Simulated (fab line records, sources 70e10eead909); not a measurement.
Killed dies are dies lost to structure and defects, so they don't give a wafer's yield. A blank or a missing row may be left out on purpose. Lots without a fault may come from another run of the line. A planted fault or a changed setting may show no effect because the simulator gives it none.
Chamber matching | flow nand_harc | NHARC_A_STAIRCASE_DESCUM_11 on rie_diel-10: 4 sister chambers
The step chemistry O2, time 3 s. 16 wafers are shown with their chamber, then 8 later ones without.

WAFERS WITH THEIR CHAMBER
wafer  | chamber | drypump_motor_current_A (A) | showerhead_plenum_p_Torr (Torr) | rf_vpp_V (V)
L076.2 | 2       | 6.1                         | 2.04                            | 57.3
L076.3 | 0       | 5.4                         | 1.93                            | 57.7
L076.4 | 2       | 6.1                         | 2.04                            | 57.6
L077.1 | 1       | 6.4                         | 1.92                            | 55.9
L077.2 | 3       | 4.7                         | 1.91                            | 57.7
L077.3 | 2       | 6.1                         | 2.04                            | 56.8
L079.2 | 1       | 6.4                         | 1.91                            | 56.8
L079.5 | 3       | 4.7                         | 1.90                            | 57.6
L079.6 | 0       | 5.4                         | 1.93                            | 56.7
L082.2 | 0       | 5.4                         | 1.93                            | 57.9
L082.4 | 3       | 4.7                         | 1.90                            | 57.9
L082.5 | 3       | 4.7                         | 1.90                            | 56.7
L084.1 | 2       | 6.1                         | 2.03                            | 58.1
L084.4 | 0       | 5.5                         | 1.92                            | 57.8
L084.6 | 2       | 6.0                         | 2.03                            | 59.2
L088.3 | 1       | 6.4                         | 1.91                            | 56.1

SIGNATURES (means of the wafers above)
reading                  | chamber 0 | chamber 1 | chamber 2 | chamber 3 | scatter within a chamber
drypump_motor_current_A  | 5.425     | 6.400     | 6.080     | 4.700     | 0.0359
showerhead_plenum_p_Torr | 1.9275    | 1.9133    | 2.0360    | 1.9025    | 0.0053
rf_vpp_V                 | 57.525    | 56.267    | 57.800    | 57.475    | 0.681
Rule: a wafer's distance from a chamber is the root of the sum, over the readings, of the square of ((its reading less the chamber's mean) divided by the reading's scatter). The wafer belongs to the nearest chamber; if the next one is less than 2 further off, it can't be placed. The scatter: the root of (the sum of the squares of (reading less its chamber's mean) over the shown wafers, divided by (wafers less chambers)).

WAFERS WITHOUT THEIR CHAMBER
wafer  | drypump_motor_current_A (A) | showerhead_plenum_p_Torr (Torr) | rf_vpp_V (V)
L088.5 | 6.4                         | 1.91                            | 58.6
L088.6 | 5.4                         | 1.92                            | 58.5
L090.2 | 4.7                         | 1.89                            | 56.4
L090.5 | 5.5                         | 1.92                            | 59.1
L090.6 | 4.7                         | 1.89                            | 57.4
L093.4 | 4.7                         | 1.89                            | 59.5
L093.5 | 6.5                         | 1.90                            | 56.6
L093.6 | 6.1                         | 2.02                            | 58.7

WHICH CHAMBER EACH WENT THROUGH
wafer  | from the rows above | in truth
L088.5 | 1                   | 1
L088.6 | 0                   | 0
L090.2 | 3                   | 3
L090.5 | 0                   | 0
L090.6 | 3                   | 3
L093.4 | 3                   | 3
L093.5 | 1                   | 1
L093.6 | 2                   | 2
Placed correctly: 8 of 8. Can't be placed from these rows: 0. Placed wrongly: 0.
